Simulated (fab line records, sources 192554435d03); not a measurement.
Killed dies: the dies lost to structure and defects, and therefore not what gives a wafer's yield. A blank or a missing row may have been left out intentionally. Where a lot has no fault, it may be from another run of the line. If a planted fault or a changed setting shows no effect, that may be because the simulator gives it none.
Lot-split experiment	flow n5_finfet	route with 1938 steps; 7 lots, 21 wafers read

## ON THE SPLIT
At N5_HKMG_FIN_ETCH_35 (etches SOC in N2/H2, target depth 215.8 nm, time 243.4 s), the setting source_w was moved away from the recipe's 3000 W on 7 of the 21 wafers read, by -13.2% to +15.1%. This setting was run at the recipe's value on the other wafers.

Reading taken at the split's own step.

## THE READING
rf_vpp_V, in V, at N5_HKMG_FIN_ETCH_35 (etches SOC in N2/H2, target depth 215.8 nm, time 243.4 s). On this fab line, fault-free wafers typically give 141.2 V with a standard deviation of 0.99 V.

wafer	tool, chamber at the split	source_w as run, W	against the recipe	rf_vpp_V, V	against lot-mates on the recipe
L075.1	rie_diel-06, 3	3000	recipe	141.7	-
L075.3	rie_diel-06, 1	3453	+15.1%	135.3	-6.4
L075.6	rie_diel-06, 1	3453	+15.1%	134.7	-7.0
L076.1	rie_diel-06, 1	3000	recipe	142.4	-
L076.2	rie_diel-06, 3	3000	recipe	141.5	-
L076.6	rie_diel-06, 1	2604	-13.2%	148.5	+6.6
L085.4	rie_diel-01, 0	2639	-12.0%	147.2	+6.1
L085.5	rie_diel-01, 3	2639	-12.0%	148.8	+7.7
L085.6	rie_diel-01, 1	3000	recipe	141.1	-
L091.4	rie_diel-06, 0	3000	recipe	142.1	-
L091.5	rie_diel-06, 1	3000	recipe	140.7	-
L091.6	rie_diel-06, 2	3000	recipe	140.9	-
L094.1	rie_diel-03, 1	3448	+14.9%	134.6	-5.6
L094.2	rie_diel-03, 0	3000	recipe	139.9	-
L094.3	rie_diel-03, 3	3000	recipe	140.4	-
L095.2	rie_diel-01, 3	2647	-11.8%	147.6	+4.7
L095.3	rie_diel-01, 1	3000	recipe	142.4	-
L095.6	rie_diel-01, 2	3000	recipe	143.3	-
L097.1	rie_diel-03, 3	3000	recipe	140.8	-
L097.3	rie_diel-03, 1	3000	recipe	142.6	-
L097.4	rie_diel-03, 3	3000	recipe	140.9	-

FIT RESULTS
A straight line over all 21 wafers: rf_vpp_V changes by -0.483 V for each +1% of source_w; r = -0.97; the points scatter about the line by 0.91 V.
The same after taking each lot's own level away (the mean of its wafers on the recipe; 21 wafers): -0.463 V for each +1%; r = -0.98; scatter 0.76 V.
According to that fit, moving source_w by its largest amount changes the reading by 7 V.
Across the lots, their own levels run from 140.15 to 142.85 V, a range of 2.7 times the standard deviation given above.
Hence the lot-to-lot level has little effect on the slope; both slopes agree.
Check: -6.89 V against its lot-mates is what the line predicts for one of the wafers moved furthest among these (+15.1%) when that wafer is left out of the fit. It came out at -6.4 V against them.
Tool readings at the split's step, against how far the setting was moved: rf_vpp_V r = -0.97.

## THESE WAFERS: OTHER SPLITS
Other splits were also applied to these wafers ahead of the reading. Each is held against what the fit with the lots' levels taken away leaves over:
other split on the same wafers	wafers away from the commonest value	r with rf_vpp_V (lot level and that fit taken away)
N5_WELL_APT_COAT_02 spin_rpm	4	+0.26
N5_PMOS_HMC_CHANNEL_EPI_PEB_07 peb_temp_c	7	-0.24
N5_DUMMY_GATE_ETCH_32 time_s	7	-0.05
N5_DUMMY_GATE_ETCH_44 target_depth_a	10	-0.02
N5_SD_EPI_N_EPI_21 time_s	10	+0.39
N5_SDB_EXPOSE_08 dose_mj	8	+0.17

## THE WHOLE CHAIN: every reading that the file lists as answering this split, in the file's order
step	what it does	reading	change (the file's fit)	r (the file's)
N5_HKMG_FIN_ETCH_35	etches SOC in N2/H2, target depth 215.8 nm, time 243.4 s	rf_vpp_V	-0.449 V for each +1% of the setting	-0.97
N5_HKMG_FIN_ETCH_35	etches SOC in N2/H2, target depth 215.8 nm, time 243.4 s	HKMG_FIN.feature_depth_nm (the simulator's own value, which no gauge read)	+1.77 nm for each +1% of the setting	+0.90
N5_HKMG_FIN_ETCH_35	etches SOC in N2/H2, target depth 215.8 nm, time 243.4 s	etch.depth_nm (the simulator's own value, which no gauge read)	+1.77 nm for each +1% of the setting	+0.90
N5_HKMG_FIN_ETCH_35	etches SOC in N2/H2, target depth 215.8 nm, time 243.4 s	SOC_of_HKMG_FIN_COAT_29.thk_nm (the simulator's own value, which no gauge read)	-1.78 nm for each +1% of the setting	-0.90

## FILE'S OWN FIT
rf_vpp_V changes by -0.449 V for each +1% of source_w, r = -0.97.
